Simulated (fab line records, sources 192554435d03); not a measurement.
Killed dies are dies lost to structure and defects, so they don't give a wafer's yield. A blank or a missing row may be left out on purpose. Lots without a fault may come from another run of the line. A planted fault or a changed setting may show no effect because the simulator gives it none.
Which tool did it? | flow n5_finfet | 9 lots, 27 wafers sampled, at 5 steps of a route of 1938

WHAT THE GAUGES READ, wafer by wafer
N5_BEOL_M4_THK_MEAS_53: measures by xrf. Usual: M4_THK 40.2 nm, standard deviation 1.1.
lot  | measured     | on            | M4_THK (nm)    | flag
L346 | day 8 19:53  | film_metro-02 | 38.6 39.5 38.3 |
L348 | day 9 02:36  | film_metro-02 | 40.9 40.5 41.2 |
L350 | day 10 01:41 | film_metro-02 | 39.6 42.5 40.3 |
L354 | day 11 02:05 | film_metro-02 | 39.9 40.7 38.3 |
L356 | day 10 10:55 | film_metro-02 | 40.6 40.6 39.8 |
L357 | day 11 07:40 | film_metro-01 | 40.0 39.8 40.1 |
L358 | day 11 09:48 | film_metro-02 | 40.1 38.3 41.2 |
L364 | day 12 16:52 | film_metro-02 | 41.7 40.7 40.4 |
L366 | day 14 04:04 | film_metro-01 | 40.5 41.1 40.2 |

N5_BEOL_M4_RC_MEAS_101. Usual: DIBL_N 36.0 mV/V, standard deviation 1.8; DIBL_P 36.3 mV/V, standard deviation 2.4; EOT_P 10.50, standard deviation 0.094; IGATE_P 0.0035 nA/um, standard deviation 0.00044; IOFF_N 0.16 nA/um, standard deviation 0.035; IOFF_N_85C 3.0 nA/um, standard deviation 0.57; IOFF_N_LIN 0.072 nA/um, standard deviation 0.013; IOFF_N_LONG 5.42e-05 nA/um, standard deviation 2.8e-06; IOFF_P 0.21 nA/um, standard deviation 0.036; IOFF_P_85C 3.6 nA/um, standard deviation 0.52; IOFF_P_LIN 0.098 nA/um, standard deviation 0.013; IOFF_P_LONG 0.000101 nA/um, standard deviation 8.2e-06; ION_N 673 uA/um, standard deviation 13; ION_P 461 uA/um, standard deviation 7.2; SS_N 71.4 mV/dec, standard deviation 0.6; SS_P 73.2 mV/dec, standard deviation 0.7; VT_N 250 mV, standard deviation 4; VT_N_LONG 275.5 mV, standard deviation 2.2; VT_N_LVT 99 mV, standard deviation 4; VT_P -250.9 mV, standard deviation 2.9; VT_P_LONG -276.3 mV, standard deviation 2.5; VT_P_LVT -99.7 mV, standard deviation 2.8.
lot  | measured     | on        | DIBL_N (mV/V)  | DIBL_P (mV/V)  | EOT_P             | IGATE_P (nA/um)      | IOFF_N (nA/um) | IOFF_N_85C (nA/um) | IOFF_N_LIN (nA/um) | IOFF_N_LONG (nA/um)        | IOFF_P (nA/um) | IOFF_P_85C (nA/um) | IOFF_P_LIN (nA/um) | IOFF_P_LONG (nA/um)        | ION_N (uA/um) | ION_P (uA/um) | SS_N (mV/dec)  | SS_P (mV/dec)  | VT_N (mV)   | VT_N_LONG (mV)    | VT_N_LVT (mV) | VT_P (mV)            | VT_P_LONG (mV)       | VT_P_LVT (mV)       | flag
L346 | day 8 20:15  | prober-02 | 36.7 34.7 39.2 | 38.2 33.9 41.4 | 10.62 10.50 10.40 | 0.0028 0.0034 0.0035 | 0.19 0.14 0.25 | 3.5 2.8 4.5        | 0.084 0.065 0.107  | 5.64e-05 5.66e-05 5.68e-05 | 0.25 0.17 0.32 | 4.1 3.0 5.1        | 0.109 0.085 0.133  | 0.000102 0.000107 0.000105 | 675 666 693   | 465 457 473   | 72.5 72.2 72.8 | 73.7 72.5 74.6 | 248 250 242 | 276.6 275.5 274.6 | 94 98 90      | -248.4 -252.9 -245.7 | -273.6 -277.2 -278.2 | -94.9 -100.1 -91.3  |
L348 | day 9 03:07  | prober-02 | 34.3 34.0 32.7 | 33.5 32.9 30.7 | 10.44 10.36 10.51 | 0.0032 0.0041 0.0031 | 0.16 0.14 0.12 | 3.2 2.8 2.4        | 0.078 0.069 0.057  | 5.99e-05 5.91e-05 5.96e-05 | 0.21 0.19 0.16 | 3.6 3.3 2.9        | 0.100 0.092 0.084  | 0.000107 0.000107 0.000106 | 678 670 653   | 463 459 461   | 70.8 71.3 71.3 | 73.2 72.7 72.2 | 246 250 252 | 272.0 272.0 274.7 | 92 95 99      | -247.1 -249.6 -251.3 | -273.9 -273.7 -272.6 | -94.6 -97.2 -98.6   |
L350 | day 10 02:00 | prober-02 | 32.7 34.2 35.7 | 32.6 34.1 37.3 | 10.42 10.49 10.48 | 0.0040 0.0036 0.0037 | 0.10 0.12 0.15 | 2.0 2.4 3.0        | 0.049 0.057 0.072  | 5.21e-05 5.42e-05 5.28e-05 | 0.14 0.16 0.20 | 2.7 2.9 3.5        | 0.075 0.082 0.097  | 0.000107 9.5e-05 9.5e-05   | 643 663 692   | 446 453 471   | 70.0 71.5 71.5 | 71.9 72.7 73.3 | 259 255 248 | 277.8 276.9 277.2 | 103 101 96    | -257.7 -254.1 -249.6 | -277.8 -279.9 -278.6 | -103.9 -102.5 -98.6 |
L354 | day 11 02:52 | prober-01 | 36.3 36.3 39.2 | 36.1 36.3 39.5 | 10.36 10.37 10.54 | 0.0039 0.0040 0.0030 | 0.17 0.16 0.24 | 3.3 3.2 4.3        | 0.081 0.076 0.099  | 5.89e-05 5.82e-05 5.88e-05 | 0.20 0.20 0.26 | 3.5 3.5 4.3        | 0.097 0.096 0.113  | 0.000111 0.000113 0.0001   | 683 686 691   | 464 464 459   | 71.6 71.9 72.2 | 73.7 73.7 74.0 | 247 249 244 | 270.2 274.5 272.3 | 94 95 92      | -252.8 -252.5 -249.3 | -273.9 -274.0 -273.2 | -99.5 -100.9 -97.6  |
L356 | day 10 11:23 | prober-01 | 35.3 34.6 32.8 | 35.9 35.0 32.3 | 10.59 10.51 10.63 | 0.0035 0.0035 0.0029 | 0.13 0.13 0.10 | 2.6 2.5 2.0        | 0.063 0.062 0.050  | 4.98e-05 5.08e-05 5.17e-05 | 0.21 0.19 0.15 | 3.6 3.3 2.8        | 0.095 0.089 0.078  | 9.6e-05 9.5e-05 0.000107   | 668 673 657   | 464 473 458   | 70.6 70.6 70.4 | 73.9 73.0 71.3 | 255 253 259 | 275.7 277.3 276.6 | 103 102 108   | -250.9 -252.9 -252.3 | -275.7 -276.2 -276.1 | -98.4 -99.9 -103.7  |
L357 | day 11 08:05 | prober-01 | 35.0 38.4 38.7 | 33.1 38.1 39.4 | 10.55 10.59 10.75 | 0.0034 0.0028 0.0025 | 0.12 0.20 0.20 | 2.4 3.7 3.7        | 0.055 0.082 0.085  | 5.22e-05 5.19e-05 5.2e-05  | 0.16 0.23 0.25 | 2.9 4.0 4.3        | 0.081 0.107 0.111  | 9.4e-05 9.1e-05 9.4e-05    | 660 671 673   | 450 455 459   | 70.9 72.2 71.8 | 73.1 73.1 74.1 | 254 248 248 | 275.4 277.5 275.8 | 107 98 98     | -254.4 -248.3 -248.3 | -275.9 -279.1 -277.8 | -105.1 -99.9 -99.2  |
L358 | day 11 10:07 | prober-01 | 35.5 33.3 35.3 | 34.8 33.1 34.6 | 10.45 10.59 10.52 | 0.0038 0.0035 0.0035 | 0.15 0.12 0.15 | 2.9 2.4 2.9        | 0.069 0.060 0.069  | 5.53e-05 5.43e-05 5.6e-05  | 0.20 0.18 0.19 | 3.4 3.1 3.4        | 0.096 0.090 0.096  | 0.000105 0.000102 0.000101 | 685 669 677   | 470 456 462   | 71.1 70.8 70.9 | 72.8 72.4 72.5 | 250 252 251 | 274.5 273.1 275.3 | 99 101 98     | -249.7 -249.3 -251.7 | -273.1 -274.4 -274.9 | -100.6 -100.6 -99.8 |
L364 | day 12 17:22 | prober-01 | 39.2 34.6 35.3 | 40.2 35.4 36.3 | 10.47 10.58 10.93 | 0.0036 0.0034 0.0007 | 0.21 0.13 0.00 | 3.9 2.6 0.0        | 0.092 0.063 0.000  | 5.2e-05 5.16e-05 3.1e-05   | 0.26 0.18 4.44 | 4.3 3.1 46.2       | 0.115 0.088 2.141  | 9.6e-05 9e-05 0.000779     | 685 673 213   | 468 462 570   | 71.6 71.3 71.5 | 74.1 73.0 73.5 | 246 254 473 | 273.4 280.7 493.4 | 98 102 323    | -249.3 -252.8 -164.3 | -277.0 -276.6 -212.1 | -96.0 -101.4 -14.0  | OFF
L366 | day 14 04:22 | prober-01 | 36.2 36.6 35.1 | 35.8 36.3 34.6 | 10.91 10.71 11.05 | 0.0006 0.0029 0.0005 | 0.00 0.15 0.00 | 0.0 3.1 0.0        | 0.000 0.073 0.000  | 3.35e-05 5.63e-05 3.36e-05 | 4.63 0.22 3.99 | 48.7 3.7 43.0      | 2.198 0.103 1.987  | 0.000815 0.000109 0.000785 | 229 671 222   | 583 459 564   | 71.5 70.9 71.0 | 73.3 73.6 72.1 | 459 249 464 | 489.5 273.2 484.3 | 312 96 313    | -164.0 -251.9 -166.0 | -210.9 -274.2 -213.3 | -13.1 -98.5 -14.5   | OFF

WHICH TOOL RAN EACH LOT (tool, then ch and the chambers of the sampled wafers, then the start)
lot  | N5_HKMG_FIN_CVD_62                      | N5_BEOL_M4_SPUTTER_90        | N5_BEOL_M4_ANNEAL_91
L346 | thermal_cvd_si-02 ch 0,1, day 4 15:41   | pvd_sputter-03, day 8 18:22  | pvd_sputter-03, day 8 18:26
L348 | thermal_cvd_si-02 ch 0,1, day 4 22:19   | pvd_sputter-02, day 9 01:08  | pvd_sputter-02, day 9 01:13
L350 | thermal_cvd_si-02 ch 0,1,2, day 5 11:35 | pvd_sputter-02, day 10 00:14 | pvd_sputter-02, day 10 00:19
L354 | thermal_cvd_si-02 ch 0,1,2, day 6 08:20 | pvd_sputter-03, day 11 00:34 | pvd_sputter-03, day 11 00:39
L356 | thermal_cvd_si-02 ch 0,1,2, day 6 18:50 | pvd_sputter-01, day 10 09:29 | pvd_sputter-01, day 10 09:34
L357 | thermal_cvd_si-01 ch 0,2, day 6 23:55   | pvd_sputter-02, day 11 06:14 | pvd_sputter-02, day 11 06:19
L358 | thermal_cvd_si-02 ch 0,1, day 7 09:01   | pvd_sputter-02, day 11 08:22 | pvd_sputter-02, day 11 08:26
L364 | thermal_cvd_si-02 ch 0,1,2, day 8 21:18 | pvd_sputter-01, day 12 15:24 | pvd_sputter-01, day 12 15:29
L366 | thermal_cvd_si-02 ch 0,2, day 9 08:25   | pvd_sputter-03, day 14 02:36 | pvd_sputter-03, day 14 02:41
- N5_HKMG_FIN_CVD_62: deposits a-Si from Si2H6, target thk 3 nm, time 20.8 s.
- N5_BEOL_M4_SPUTTER_90: material Cu, target thk 4.5 nm, time 8.29 s.
- N5_BEOL_M4_ANNEAL_91: time 240 s.

WHAT THE TOOLS THEMSELVES READ (means of the sampled wafers that have a number; where no wafer has one, the mark that the record gives instead)
N5_HKMG_FIN_CVD_62. Usual: chamber_pressure_Torr 1.0000 Torr, standard deviation 0.0021; heater_power_w 1452 W, standard deviation 41.
lot  | tool              | chamber_pressure_Torr (Torr) | heater_power_w (W) | flag
L346 | thermal_cvd_si-02 | 0.9989                       | 1472               |
L348 | thermal_cvd_si-02 | 0.9981                       | 1425               |
L350 | thermal_cvd_si-02 | 0.9994                       | 1442               |
L354 | thermal_cvd_si-02 | 0.9977                       | 1451               |
L356 | thermal_cvd_si-02 | 1.0006                       | 1448               |
L357 | thermal_cvd_si-01 | 0.9986                       | 1496               |
L358 | thermal_cvd_si-02 | 1.0004                       | 1428               |
L364 | thermal_cvd_si-02 | 0.9989                       | 1444               |
L366 | thermal_cvd_si-02 | 0.9999                       | 1421               |

N5_BEOL_M4_SPUTTER_90. Usual: chuck_gas_flow_sccm 1.26 sccm, standard deviation 0.05; throttle_valve_pct 30.1 %, standard deviation 1.1.
lot  | tool           | chuck_gas_flow_sccm (sccm) | throttle_valve_pct (%) | flag
L346 | pvd_sputter-03 | 1.19                       | 30.0                   |
L348 | pvd_sputter-02 | 1.23                       | 29.3                   |
L350 | pvd_sputter-02 | 1.19                       | 30.1                   |
L354 | pvd_sputter-03 | 1.20                       | 30.1                   |
L356 | pvd_sputter-01 | 1.24                       | 30.9                   |
L357 | pvd_sputter-02 | 1.26                       | 28.9                   |
L358 | pvd_sputter-02 | 1.33                       | 29.7                   |
L364 | pvd_sputter-01 | 1.24                       | 30.6                   |
L366 | pvd_sputter-03 | 1.26                       | 30.2                   |

N5_BEOL_M4_ANNEAL_91. Usual: heater_power_w 853 W, standard deviation 76.
lot  | tool           | heater_power_w (W) | flag
L346 | pvd_sputter-03 | 854                |
L348 | pvd_sputter-02 | 892                |
L350 | pvd_sputter-02 | 846                |
L354 | pvd_sputter-03 | 844                |
L356 | pvd_sputter-01 | 842                |
L357 | pvd_sputter-02 | 896                |
L358 | pvd_sputter-02 | 869                |
L364 | pvd_sputter-01 | 904                |
L366 | pvd_sputter-03 | 833                |

THE ANSWER, worked out from the rows above alone
Rule: a lot is off if the mean of its wafers that have a number lies more than 3 standard deviations from the usual mean. A lot without any number at a reading at which 4 lots or more have one is off too. The other lots that the step has rows for count as sound. The gauges are gone through in route order, then the tools' own readings, and for those a lot's mean is taken as printed above. The first step at which some lot is off is used, and at that step the reading that is off furthest; a lot without a number counts as furthest.
Off: L364, L366, at N5_BEOL_M4_RC_MEAS_101 (IOFF_P_LIN).
A tool fits if, at a process step before that reading, it ran every lot that is off, and no sound lot after the first of them. The gauges at N5_BEOL_M4_RC_MEAS_101 are tried like those tools. Can't be told from this: 2 tools fit, thermal_cvd_si-02 at N5_HKMG_FIN_CVD_62, prober-01 at N5_BEOL_M4_RC_MEAS_101.

WHAT THE SIMULATOR HAD PUT IN
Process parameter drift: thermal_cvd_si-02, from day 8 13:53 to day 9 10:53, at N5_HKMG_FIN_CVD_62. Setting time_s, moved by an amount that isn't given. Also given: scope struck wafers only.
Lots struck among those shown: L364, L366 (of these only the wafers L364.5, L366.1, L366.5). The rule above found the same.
